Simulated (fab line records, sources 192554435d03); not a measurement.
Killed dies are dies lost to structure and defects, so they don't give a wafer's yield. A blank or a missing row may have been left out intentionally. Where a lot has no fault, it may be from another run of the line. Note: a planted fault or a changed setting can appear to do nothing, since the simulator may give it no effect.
Matching of chambers + flow n5-finfet + rie-diel-04 running N5_MOL_CONTACT_COAG_ETCH_89: 4 sister chambers
The step etches underlayer in N2/H2, target depth 13 nm, time 10.4 s. 20 wafers are shown with their chamber, then 10 later ones without.

EACH WAFER AND ITS CHAMBER
| wafer  | chamber | showerhead-plenum-p-Torr (Torr) | throttle-valve-pct (%) | drypump-motor-current-A (A) |
|--------|---------|---------------------------------|------------------------|-----------------------------|
| L079.2 | 1       | 2.47                            | 18.10                  | 5.4                         |
| L079.3 | 2       | 2.59                            | 17.54                  | 4.7                         |
| L079.6 | 2       | 2.59                            | 17.51                  | 4.8                         |
| L080.1 | 1       | 2.47                            | 18.10                  | 5.4                         |
| L080.2 | 2       | 2.59                            | 17.53                  | 4.7                         |
| L080.3 | 0       | 2.48                            | 17.62                  | 6.1                         |
| L082.4 | 1       | 2.47                            | 18.10                  | 5.4                         |
| L082.5 | 1       | 2.47                            | 18.12                  | 5.4                         |
| L082.6 | 0       | 2.48                            | 17.64                  | 6.1                         |
| L083.3 | 3       | 2.57                            | 17.60                  | 5.5                         |
| L083.4 | 0       | 2.48                            | 17.65                  | 6.2                         |
| L083.6 | 0       | 2.48                            | 17.64                  | 6.1                         |
| L084.1 | 1       | 2.46                            | 18.12                  | 5.3                         |
| L084.4 | 0       | 2.48                            | 17.66                  | 6.1                         |
| L084.6 | 3       | 2.57                            | 17.62                  | 5.5                         |
| L085.2 | 1       | 2.46                            | 18.12                  | 5.4                         |
| L085.3 | 0       | 2.48                            | 17.67                  | 6.2                         |
| L085.4 | 2       | 2.59                            | 17.53                  | 4.7                         |
| L088.1 | 1       | 2.46                            | 18.12                  | 5.4                         |
| L088.3 | 2       | 2.59                            | 17.56                  | 4.7                         |

SIGNATURES (averages over the wafers above)
| reading                  | chamber 0 | chamber 1 | chamber 2 | chamber 3 | scatter within a chamber |
|--------------------------|-----------|-----------|-----------|-----------|--------------------------|
| showerhead-plenum-p-Torr | 2.4800    | 2.4657    | 2.5900    | 2.5700    | 0.00327                  |
| throttle-valve-pct       | 17.6467   | 18.1114   | 17.5340   | 17.6100   | 0.0153                   |
| drypump-motor-current-A  | 6.133     | 5.386     | 4.720     | 5.500     | 0.0432                   |
Rule: a wafer's distance from a chamber is the root of the sum, over the readings, of the square of ((its reading less the chamber's mean) divided by the reading's scatter). The wafer belongs to the nearest chamber; if the next one is less than 2 further off, it can't be placed. How the scatter is found: for the shown wafers, subtract from each reading the mean of its chamber, square and add these, divide the total by (wafers less chambers), then take the root.

WAFERS WHOSE CHAMBER IS MISSING
| wafer  | showerhead-plenum-p-Torr (Torr) | throttle-valve-pct (%) | drypump-motor-current-A (A) |
|--------|---------------------------------|------------------------|-----------------------------|
| L088.6 | 2.59                            | 17.56                  | 4.7                         |
| L090.2 | 2.56                            | 17.62                  | 5.5                         |
| L090.4 | 2.47                            | 17.67                  | 6.1                         |
| L090.6 | 2.46                            | 18.12                  | 5.4                         |
| L093.2 | 2.47                            | 17.68                  | 6.2                         |
| L093.4 | 2.58                            | 17.57                  | 4.8                         |
| L093.5 | 2.45                            | 18.15                  | 5.4                         |
| L097.2 | 2.45                            | 18.16                  | 5.4                         |
| L097.3 | 2.46                            | 17.71                  | 6.1                         |
| L097.5 | 2.58                            | 17.59                  | 4.7                         |

EACH ONE'S CHAMBER
| wafer  | from the rows above | in truth |
|--------|---------------------|----------|
| L088.6 | 2                   | 2        |
| L090.2 | 3                   | 3        |
| L090.4 | 0                   | 0        |
| L090.6 | 1                   | 1        |
| L093.2 | 0                   | 0        |
| L093.4 | 2                   | 2        |
| L093.5 | 1                   | 1        |
| L097.2 | 1                   | 1        |
| L097.3 | 0                   | 0        |
| L097.5 | 2                   | 2        |
Correct placement for 10 of the 10. Not placeable from these rows: 0. Number placed wrongly: 0.
